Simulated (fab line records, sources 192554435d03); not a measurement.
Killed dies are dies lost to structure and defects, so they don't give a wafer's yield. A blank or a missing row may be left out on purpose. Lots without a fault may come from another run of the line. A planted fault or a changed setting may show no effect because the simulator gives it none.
Which tool did it? | flow n5_finfet | 6 lots, 18 wafers sampled, at 4 steps of a route of 1938

WHAT THE GAUGES READ, wafer by wafer
N5_WELL_APT_CD_MEAS_25: target cd 200 nm.
lot  | measured    | on        | cd_nm (nm)
L328 | day 2 09:02 | cd_sem-03 | 201.1 201.3 199.8
L331 | day 3 02:52 | cd_sem-02 | 199.5 200.0 201.9
L335 | day 4 03:04 | cd_sem-02 | 210.2 212.1 211.8
L337 | day 4 15:09 | cd_sem-03 | 207.5 204.8 207.2
L340 | day 5 09:21 | cd_sem-02 | 199.7 200.8 200.4
L346 | day 6 21:03 | cd_sem-03 | 195.5 196.1 196.0

WHICH TOOL RAN EACH LOT (tool, then ch and the chambers of the sampled wafers, then the start)
lot  | N5_ZERO_LAYER_ETCH_18           | N5_WELL_APT_DESCUM_13             | N5_WELL_APT_EXPOSE_22
L328 | rie_si-04 ch 0,1,3, day 2 07:07 | rie_diel-02 ch 0,1, day 2 08:00   | krf_scanner-01 ch 0, day 2 08:52
L331 | rie_si-04 ch 1,2, day 3 00:56   | rie_diel-03 ch 2,3, day 3 01:50   | krf_scanner-01 ch 0, day 3 02:43
L335 | rie_si-06 ch 0,2,3, day 4 00:53 | rie_diel-02 ch 0,1,3, day 4 01:53 | krf_scanner-01 ch 0, day 4 02:53
L337 | rie_si-05 ch 1,2,3, day 4 12:59 | rie_diel-05 ch 0,1,2, day 4 14:07 | krf_scanner-01 ch 0, day 4 14:59
L340 | rie_si-05 ch 1,2,3, day 5 06:55 | rie_diel-05 ch 1,2,3, day 5 08:12 | krf_scanner-02 ch 0, day 5 09:11
L346 | rie_si-04 ch 0,1,2, day 6 18:55 | rie_diel-03 ch 1,2,3, day 6 19:53 | krf_scanner-02 ch 0, day 6 20:53
- N5_ZERO_LAYER_ETCH_18: etches Si in HBr/Cl2, target depth 120 nm, time 40 s.
- N5_WELL_APT_DESCUM_13: chemistry O2, time 7.9 s.
- N5_WELL_APT_EXPOSE_22: exposes mask PWELL, defocus 0 nm, target cd 200 nm.

THE ANSWER, worked out from the rows above alone
Rule: what is usual is taken from the lots themselves. Put in order of their means at a reading, lots are off if they are a third of the lots or fewer, leave a main group of 4 or more, and stand apart from it by a gap of 3 or more times the standard deviation of the main group's means; of several such gaps the widest counts. A main group whose means are all the same, to the digits that the tables above print for the reading, isn't used. A lot without any number at a reading at which 4 lots or more have one is off too. The other lots that the step has rows for count as sound.
No lot is off at any reading shown: from this, nothing can be told.

WHAT THE SIMULATOR HAD PUT IN
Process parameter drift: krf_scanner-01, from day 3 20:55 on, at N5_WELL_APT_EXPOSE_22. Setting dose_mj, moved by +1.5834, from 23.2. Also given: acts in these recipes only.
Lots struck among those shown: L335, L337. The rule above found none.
